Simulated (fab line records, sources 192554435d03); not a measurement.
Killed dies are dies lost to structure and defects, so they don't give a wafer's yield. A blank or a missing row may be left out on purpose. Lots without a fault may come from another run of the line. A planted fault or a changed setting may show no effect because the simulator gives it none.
Split-lot experiment | flow n5_finfet | 7 lots, 21 wafers read, on a route of 1938 steps

THE SPLIT
At N5_BEOL_M9_COAT_05 (resist thk 90 nm), the setting spin_rpm was moved away from the recipe's 1500 rpm on 11 of the 21 wafers read, by -10.9% to +5.5%. The other wafers ran this setting at the recipe's value.

FROM THE SPLIT TO THE READING: what the file shows between them, 5 steps
- N5_BEOL_M9_EBR_07
- N5_BEOL_M9_SOFTBAKE_06: time 60 s
- N5_BEOL_M9_EXPOSE_08: exposes mask M9
- N5_BEOL_M9_PEB_09: peb time 60 s
- N5_BEOL_M9_DEVELOP_10: develop time 30 s

THE READING
CAR-ArF_of_BEOL_M9_COAT_05.thk_nm (the simulator's own value, which no gauge read), in nm, at N5_BEOL_M9_DESCUM_16 (chemistry O2, time 7.9 s). The file gives no usual value for it. The 10 wafers here that ran the recipe average 83.6 nm, standard deviation 0.39 nm.

wafer  | tool, chamber at the split | spin_rpm as run, rpm | against the recipe | CAR-ArF_of_BEOL_M9_COAT_05.thk_nm, nm | against lot-mates on the recipe
L080.1 | litho_track-01, 0          | 1583                 | +5.5%              | 81                                    | no lot-mate on the recipe
L080.3 | litho_track-01, 0          | 1583                 | +5.5%              | 80.6                                  | no lot-mate on the recipe
L080.6 | litho_track-01, 0          | 1583                 | +5.5%              | 81.2                                  | no lot-mate on the recipe
L082.2 | litho_track-05, 0          | 1342                 | -10.5%             | 88.8                                  | +5.2
L082.4 | litho_track-05, 0          | 1342                 | -10.5%             | 88.6                                  | +5.0
L082.6 | litho_track-05, 0          | 1500                 | recipe             | 83.6                                  | -
L083.2 | litho_track-01, 0          | 1337                 | -10.9%             | 88.6                                  | +5.2
L083.3 | litho_track-01, 0          | 1337                 | -10.9%             | 88.4                                  | +5.0
L083.5 | litho_track-01, 0          | 1500                 | recipe             | 83.4                                  | -
L084.3 | litho_track-02, 0          | 1500                 | recipe             | 83.4                                  | -
L084.4 | litho_track-02, 0          | 1571                 | +4.7%              | 82.4                                  | -1.5
L084.5 | litho_track-02, 0          | 1500                 | recipe             | 84.4                                  | -
L088.1 | litho_track-05, 0          | 1360                 | -9.3%              | 88                                    | +4.0
L088.3 | litho_track-05, 0          | 1360                 | -9.3%              | 88.2                                  | +4.2
L088.5 | litho_track-05, 0          | 1500                 | recipe             | 84                                    | -
L097.1 | litho_track-05, 0          | 1500                 | recipe             | 83.6                                  | -
L097.4 | litho_track-05, 0          | 1442                 | -3.9%              | 84.4                                  | +1.2
L097.6 | litho_track-05, 0          | 1500                 | recipe             | 82.8                                  | -
L096.1 | litho_track-02, 0          | 1500                 | recipe             | 83.6                                  | -
L096.2 | litho_track-02, 0          | 1500                 | recipe             | 83.6                                  | -
L096.5 | litho_track-02, 0          | 1500                 | recipe             | 83.6                                  | -

THE FIT
A straight line over all 21 wafers: CAR-ArF_of_BEOL_M9_COAT_05.thk_nm changes by -0.46 nm for each +1% of spin_rpm; r = -0.99; the points scatter about the line by 0.46 nm.
The same after taking each lot's own level away (the mean of its wafers on the recipe; 18 wafers): -0.454 nm for each +1%; r = -0.99; scatter 0.34 nm.
On that fit, the largest move of spin_rpm shifts the reading by 4.9 nm.
The lots' own levels span 83.20 to 84.00 nm, that is 2.1 times the standard deviation above.
So the lot-to-lot level changes the slope little: the two slopes agree.
Check: with one of the wafers moved furthest among these (-10.9%) left out of the fit, the line predicts +4.93 nm for it against its lot-mates. It came out at +5.2 nm against them.

OTHER SPLITS ON THESE WAFERS
These wafers also went through other splits before the reading. Each is held against what the fit with the lots' levels taken away leaves over:
other split on the same wafers | wafers away from the commonest value | r with CAR-ArF_of_BEOL_M9_COAT_05.thk_nm (lot level and that fit taken away)
N5_BEOL_M5_COAT_22 spin_rpm    | 6                                    | -0.01
N5_BEOL_M7_DESCUM_33 time_s    | 8                                    | -0.24
N5_BEOL_M8_COAT_22 spin_rpm    | 5                                    | +0.23
N5_BEOL_M8_EXPOSE_25 dose_mj   | 5                                    | +0.30

THE WHOLE CHAIN: every reading that the file lists as answering this split, in the file's order
step                  | what it does             | reading                                                                            | change (the file's fit)               | r (the file's)
N5_BEOL_M9_COAT_05    | resist thk 90 nm         | CAR-ArF_of_BEOL_M9_COAT_05.thk_nm (the simulator's own value, which no gauge read) | -0.459 nm for each +1% of the setting | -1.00
N5_BEOL_M9_DEVELOP_10 | develop time 30 s        | CAR-ArF_of_BEOL_M9_COAT_05.thk_nm (the simulator's own value, which no gauge read) | -0.47 nm for each +1% of the setting  | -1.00
N5_BEOL_M9_DESCUM_16  | chemistry O2, time 7.9 s | CAR-ArF_of_BEOL_M9_COAT_05.thk_nm (the simulator's own value, which no gauge read) | -0.45 nm for each +1% of the setting  | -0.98

THE FILE'S OWN FIT
CAR-ArF_of_BEOL_M9_COAT_05.thk_nm changes by -0.45 nm for each +1% of spin_rpm, r = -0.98.
